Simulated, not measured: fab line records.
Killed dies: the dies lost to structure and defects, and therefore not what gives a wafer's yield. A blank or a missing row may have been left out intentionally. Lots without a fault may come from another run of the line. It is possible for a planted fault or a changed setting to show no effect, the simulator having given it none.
Struck lot and sound lot, side by side :: flow n5Finfet :: 40 out of 1938 route steps
Sound: the wafers L534.2, L534.3, L534.4. Struck: wafer L541.4. (L541.1, L541.6 of the same lot were not struck and are left out.) The cause comes at the end.
Order at every step that has rows: each side's tool, ch and its chambers, its first start. Under that, the readings that differ: sound wafers :: struck wafers :: difference of the means :: sigmas: that difference in standard deviations of wafers without a fault.
alike: words and numbers the same on both sides, and readings whose means are apart by under 2 such deviations; not compared: readings that were withheld, readings missing a value for some wafer, numbers with overlapping values and no deviation given by the record, and bounds like >300 which may hide the same value.
Wherever a step has rows on one side only, a row that says differs or no value, or a row with sigmas, the two part there. Non-overlapping numbers with no deviation appear without sigmas and do not part them. A reading missing from all wafers of one side parts the sides only when that side holds two or more wafers.

first, 9 steps without rows for these wafers: N5_BEOL_M4_ANNEAL_95 (time 240 s); N5_BEOL_M4_SPUTTER_96 (material Cu, target thk 4.5 nm, time 8.29 s); N5_BEOL_M4_ECD_50 (material Cu, target thk 300 nm); N5_BEOL_M4_ANNEAL_51 (time 90 s); N5_BEOL_M4_CMP_52 (polishes, stops on SiOC, t overpolish 6.8 s, target thk 40 nm); N5_BEOL_M4_PRE_CLEAN_60 (time 15 s); N5_BEOL_M4_CO_CAP_55 (material Co, precursor CCTBA/H2, target thk 2 nm, time 102.1 s); N5_BEOL_M4_PRE_CLEAN_56 (time 15 s); N5_BEOL_M4_DEP_57 (deposits SiCN from 3MS/NH3, target thk 8 nm, time 14 s).
N5_BEOL_M4_RC_MEAS_101:
  sound on prober-01 ch 0, day 9 03:38; struck on prober-02 ch 0, day 10 20:55
  alike: DIBL_N, DIBL_P, IOFF_N, IOFF_P, ION_N, ION_P, SS_N, SS_P, VT_N, VT_P
then, 24 steps without rows for these wafers: N5_BEOL_M5_ILD_DEP_00 (deposits SiCOH lowk from DEMS/porogen, target thk 140.64 nm, time 25.9 s); N5_BEOL_M5_CURE_79 (cures SiCOH lowk, time 240 s); N5_BEOL_M5_PECVD_70 (deposits SiO2 from TEOS/O2, target thk 16 nm, time 18 s); N5_BEOL_M5_HM_DEP_02 (deposits TiN, target thk 20 nm); N5_BEOL_M5_COAT_59 (time 60 s, resist thk 60 nm); N5_BEOL_M5_COAT_60 (time 60 s, resist thk 12 nm); N5_BEOL_M5_COAT_71 (time 60 s, resist thk 5 nm); N5_BEOL_M5_COAT_05 (resist thk 30 nm); N5_BEOL_M5_EBR_07; N5_BEOL_M5_SOFTBAKE_06 (time 60 s); N5_BEOL_M5_EXPOSE_08 (exposes mask M5, target cd 28 nm); N5_BEOL_M5_PEB_09 (peb time 60 s); N5_BEOL_M5_DEVELOP_10 (develop time 30 s); N5_BEOL_M5_DESCUM_16 (chemistry O2, time 7 s); N5_BEOL_M5_ETCH_72 (etches underlayer in N2/H2, target depth 6.5 nm, time 5.2 s); N5_BEOL_M5_ETCH_61 (etches SiARC in CF4, target depth 15.6 nm, time 26 s); N5_BEOL_M5_ETCH_62 (etches SOC in N2/H2, target depth 75 nm, overetch 15 nm, time 112.5 s); N5_BEOL_M5_STRIP_63 (strips in N2/H2); N5_BEOL_M5_STRIP_73 (strips in N2/H2); N5_BEOL_M5_STRIP_64 (strips in CF4); N5_BEOL_M5_HM_OPEN_17 (chemistry Cl2/BCl3, target TiN, target depth 20 nm, overetch 6 nm); N5_BEOL_M5_STRIP_19 (strips in O2); N5_BEOL_M5_COAT_65 (time 60 s, resist thk 60 nm); N5_BEOL_M5_COAT_66 (time 60 s, resist thk 12 nm).
-- the record jumps here: 3 days lie between the struck wafers' starts before and after (it left off in module BEOL_M5 and takes up again in module BEOL_M15, whose first step shown is number 1809 of the route) --
N5_BEOL_M15_TRENCH_ETCH_34: etches SiO2 in C4F8/O2/Ar, target depth 872.93 nm, time 199 s.
  sound on rieDiel-03 ch 0,2,3, day 12 21:22; struck on rieDiel-03 ch 0, day 14 04:55
reading: oesProductAu (a.u.)
sound: 0.84 0.72 0.75
struck: 0.56
difference: -0.21
sigmas: -3

reading: rfHoursCounterH (h)
sound: 73 167 161
struck: 173
difference: +39
sigmas: 

reading: model.etch.depthNm (nm)
sound: 865.7 867.9 852.9
struck: 518.7
difference: -343.5
sigmas: 

reading: model.coat_of_BEOL_M15_COAT_22.thkNm (nm)
sound: 545.4 543.2 547.2
struck: 610.6
difference: +65.3
sigmas: 

reading: model.BEOL_M15.cdNm (nm)
sound: 402 400 399.4
struck: 397.4
difference: -3.1
sigmas: 
  alike: C4F8_flow_sccm, chamberPressureMTorr, drypumpMotorCurrentA, rfVppV, showerheadPlenumPTorr, throttleValvePct
N5_BEOL_M15_ETCH_38: etches SiCN in CF4/N2, target depth 106.4 nm, time 120.5 s.
  sound: rieDiel-01 ch 0,1,3; struck: rieDiel-03 ch 2
reading: rfHoursCounterH (h)
sound: 172 110 32
struck: 181
difference: +76
sigmas: 

reading: model.BEOL_M15.cdNm (nm)
sound: 402 400 399.4
struck: 397.4
difference: -3.1
sigmas: 
  alike: chamberPressureMTorr, drypumpMotorCurrentA, oesProductAu, rfVppV, showerheadPlenumPTorr, throttleValvePct
N5_BEOL_M15_CMP_49: polishes, stops on SiO2, t overpolish 4.9 s, target thk 850 nm.
  sound on cmp-03 ch 1,2,3, day 12 23:54; struck on cmp-03 ch 1, day 14 06:51
reading: model.Cu_of_BEOL_M15_ECD_47.thkNm (nm)
sound: 843 844 830
struck: 496
difference: -343
sigmas: 
  alike: motorCurrentA
N5_BEOL_M15_THK_MEAS_50: measures by xrf.
  sound on filmMetro-01 at day 13 00:11; struck on filmMetro-02 at day 14 07:09
reading: M15_THK (nm)
sound: 862 858 849
struck: 503
difference: -353
sigmas: -21
N5_BEOL_M15_RS_MEAS_54: measures by four-point-probe.
  sound on filmMetro-02 at day 13 00:19; struck on filmMetro-01 at day 14 07:17
reading: M15_RS (ohm/sq)
sound: 0.0218 0.0218 0.0221
struck: 0.0374
difference: +0.0155
sigmas: +47
N5_PASSIVATION_PROBE_49:
  sound on prober-02 at day 13 13:05; struck on prober-01 at day 14 20:42
reading: sort_bin_5_function (%)
sound: 5.5 6.4 6.4
struck: 4.0
difference: -2.1
sigmas: -2

reading: sort_bin_8_speed (%)
sound: 0 0 0
struck: 1.19
difference: +1.19
sigmas: +99 or more
  alike: defectLimitedYield, killed_at_M0_to_M3, killed_at_M4_up, killedAtContacts, killedAtFrontEnd, killedAtOther, killedDies, killedOpen, killedShort, sort_bin_6_memory, sortNPass

== WHERE THEY PART ==
Last at N5_PASSIVATION_PROBE_49 as far as this record goes, first at N5_BEOL_M15_TRENCH_ETCH_34.

WHY: whatever the simulator had introduced
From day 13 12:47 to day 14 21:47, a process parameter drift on rieDiel-03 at N5_BEOL_M15_TRENCH_ETCH_34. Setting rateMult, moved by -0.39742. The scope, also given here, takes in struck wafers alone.
